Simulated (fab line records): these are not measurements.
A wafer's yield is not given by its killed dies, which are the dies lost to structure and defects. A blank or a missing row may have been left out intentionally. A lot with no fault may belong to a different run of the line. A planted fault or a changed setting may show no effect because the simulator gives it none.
Matching of chambers ; flow nand-harc ; 4 sister chambers for NHARC_P_ZERO_WELL_DESCUM_13 on rie-diel-11
The step chemistry O2, time 3 s. 16 wafers are shown with their chamber, then 8 later ones without.

== WAFERS PAIRED WITH THEIR CHAMBERS ==
wafer;chamber;showerhead-plenum-p-Torr (Torr);drypump-motor-current-A (A);oes-product-au (a.u.)
L075.1;3;1.80;5.8;1.021
L075.2;0;1.92;6.4;1.011
L075.4;1;2.02;5.8;0.998
L076.1;0;1.92;6.4;1.008
L076.2;2;1.81;5.5;1.005
L076.6;1;2.02;5.8;1.004
L078.2;2;1.81;5.6;0.999
L078.3;1;2.02;5.8;1.009
L078.6;3;1.80;5.8;1.004
L079.1;1;2.02;5.8;0.986
L079.3;3;1.80;5.8;1.000
L079.6;0;1.92;6.4;0.996
L082.2;0;1.92;6.5;1.008
L082.3;1;2.01;5.8;0.984
L082.4;3;1.79;5.8;1.010
L088.3;2;1.80;5.5;1.028

SIGNATURES, as means of the wafers listed above
reading;chamber 0;chamber 1;chamber 2;chamber 3;scatter within a chamber
showerhead-plenum-p-Torr;1.9200;2.0180;1.8067;1.7975;0.0043
drypump-motor-current-A;6.425;5.800;5.533;5.800;0.0344
oes-product-au;1.00575;0.99620;1.01067;1.00875;0.0105
Rule: distance of a wafer from a chamber = root of the sum over the readings of ((wafer's reading minus chamber's mean) / reading's scatter) squared. If the next closest chamber is less than 2 further off than the closest, the wafer can't be placed; otherwise it belongs to the closest. How the scatter is found: for the shown wafers, subtract from each reading the mean of its chamber, square and add these, divide the total by (wafers less chambers), then take the root.

== WAFERS MISSING THEIR CHAMBER ==
wafer;showerhead-plenum-p-Torr (Torr);drypump-motor-current-A (A);oes-product-au (a.u.)
L088.5;1.79;5.8;1.013
L088.6;1.80;5.5;1.018
L090.2;1.79;5.8;1.008
L090.4;1.91;6.4;1.018
L090.5;2.00;5.8;0.984
L097.2;1.90;6.4;1.003
L097.3;2.00;5.8;0.987
L097.5;1.78;5.8;1.007

== EACH ONE'S CHAMBER ==
wafer;from the rows above;in truth
L088.5;3;3
L088.6;2;2
L090.2;3;3
L090.4;0;0
L090.5;1;1
L097.2;0;0
L097.3;1;1
L097.5;3;3
Placed correctly: 8 of 8. Not placeable from these rows: 0. Placed wrongly: 0.
